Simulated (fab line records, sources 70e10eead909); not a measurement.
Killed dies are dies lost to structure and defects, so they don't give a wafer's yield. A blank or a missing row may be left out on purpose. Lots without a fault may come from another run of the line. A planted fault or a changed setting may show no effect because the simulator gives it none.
Chamber matching | flow nand_harc | NHARC_THIN_TSV_CMP_01 on cmp-01: 4 sister chambers
The step polishes. 8 wafers are shown with their chamber, then 9 later ones without.

WAFERS WITH THEIR CHAMBER
wafer  | chamber | motor_current_A (A)
L732.1 | 2       | 13.8
L735.3 | 2       | 14.1
L744.1 | 1       | 12.4
L744.2 | 3       | 9.7
L744.6 | 1       | 12.0
L749.2 | 0       | 13.2
L749.4 | 3       | 10.2
L749.5 | 0       | 13.3

WAFERS WITHOUT THEIR CHAMBER
wafer  | motor_current_A (A)
L752.2 | 13.7
L752.3 | 12.0
L752.5 | 9.8
L751.1 | 13.6
L751.4 | 12.5
L751.5 | 13.6
L754.2 | 11.9
L754.3 | 13.4
L754.6 | 12.2

WHICH CHAMBER EACH WENT THROUGH
wafer  | from the rows above     | in truth
L752.2 | can't be placed: 2 or 0 | 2
L752.3 | 1                       | 1
L752.5 | 3                       | 3
L751.1 | can't be placed: 0 or 2 | 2
L751.4 | can't be placed: 1 or 0 | 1
L751.5 | can't be placed: 0 or 2 | 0
L754.2 | 1                       | 1
L754.3 | can't be placed: 0 or 2 | 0
L754.6 | 1                       | 1
Placed correctly: 4 of 9. Can't be placed from these rows: 5 (the true chamber is among the candidates in 5). Placed wrongly: 0.
How it was worked out, from the rows above alone: a wafer's distance from a chamber is the root of the sum, over the readings, of the square of ((its reading less the chamber's mean) divided by the reading's scatter). The wafer belongs to the nearest chamber; if the next one is less than 2 further off, it can't be placed. A chamber's mean is the mean of its shown wafers. The scatter: the root of (the sum of the squares of (reading less its chamber's mean) over the shown wafers, divided by (wafers less chambers)).
